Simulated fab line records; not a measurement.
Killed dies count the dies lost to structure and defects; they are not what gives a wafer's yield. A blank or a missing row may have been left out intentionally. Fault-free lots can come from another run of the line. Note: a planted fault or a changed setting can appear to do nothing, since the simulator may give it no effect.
Matching of chambers / flow n5-finfet / N5_BEOL_M10_ETCH_62 on rie-diel-03: 4 sister chambers
The step etches SOC in N2/H2, target depth 110 nm, overetch 22 nm, time 165 s. 8 wafers are shown with their chamber, then 7 later ones without.

== WAFERS WITH THEIR CHAMBER ==
wafer=L077.6; chamber=3; showerhead-plenum-p-Torr (Torr)=2.49; throttle-valve-pct (%)=17.55
wafer=L085.2; chamber=3; showerhead-plenum-p-Torr (Torr)=2.49; throttle-valve-pct (%)=17.57
wafer=L085.4; chamber=0; showerhead-plenum-p-Torr (Torr)=2.70; throttle-valve-pct (%)=17.56
wafer=L085.6; chamber=0; showerhead-plenum-p-Torr (Torr)=2.70; throttle-valve-pct (%)=17.56
wafer=L083.1; chamber=2; showerhead-plenum-p-Torr (Torr)=2.73; throttle-valve-pct (%)=17.77
wafer=L083.5; chamber=1; showerhead-plenum-p-Torr (Torr)=2.69; throttle-valve-pct (%)=18.05
wafer=L089.1; chamber=2; showerhead-plenum-p-Torr (Torr)=2.72; throttle-valve-pct (%)=17.78
wafer=L089.2; chamber=1; showerhead-plenum-p-Torr (Torr)=2.69; throttle-valve-pct (%)=18.08

== WAFERS WHOSE CHAMBER IS MISSING ==
wafer=L089.4; showerhead-plenum-p-Torr (Torr)=2.72; throttle-valve-pct (%)=17.78
wafer=L088.1; showerhead-plenum-p-Torr (Torr)=2.69; throttle-valve-pct (%)=18.08
wafer=L088.2; showerhead-plenum-p-Torr (Torr)=2.69; throttle-valve-pct (%)=17.57
wafer=L088.5; showerhead-plenum-p-Torr (Torr)=2.72; throttle-valve-pct (%)=17.80
wafer=L095.1; showerhead-plenum-p-Torr (Torr)=2.71; throttle-valve-pct (%)=17.81
wafer=L095.3; showerhead-plenum-p-Torr (Torr)=2.48; throttle-valve-pct (%)=17.17
wafer=L095.4; showerhead-plenum-p-Torr (Torr)=2.68; throttle-valve-pct (%)=18.09

== WHICH CHAMBER EACH ONE RAN IN ==
wafer=L089.4; from the rows above=2; in truth=2
wafer=L088.1; from the rows above=1; in truth=1
wafer=L088.2; from the rows above=0; in truth=0
wafer=L088.5; from the rows above=2; in truth=2
wafer=L095.1; from the rows above=2; in truth=2
wafer=L095.3; from the rows above=3; in truth=3
wafer=L095.4; from the rows above=1; in truth=1
Correct placement for 7 of the 7. Can't be placed from these rows: 0. 0 placed wrongly.
How it was worked out, from the rows above alone: a wafer's distance from a chamber is the root of the sum, over the readings, of the square of ((its reading less the chamber's mean) divided by the reading's scatter). The wafer belongs to the nearest chamber; if the next one is less than 2 further off, it can't be placed. The mean given for a chamber averages the wafers shown for that chamber. The scatter is the square root of a quotient: the sum, over the shown wafers, of each reading's squared deviation from its chamber's mean, divided by wafers minus chambers.
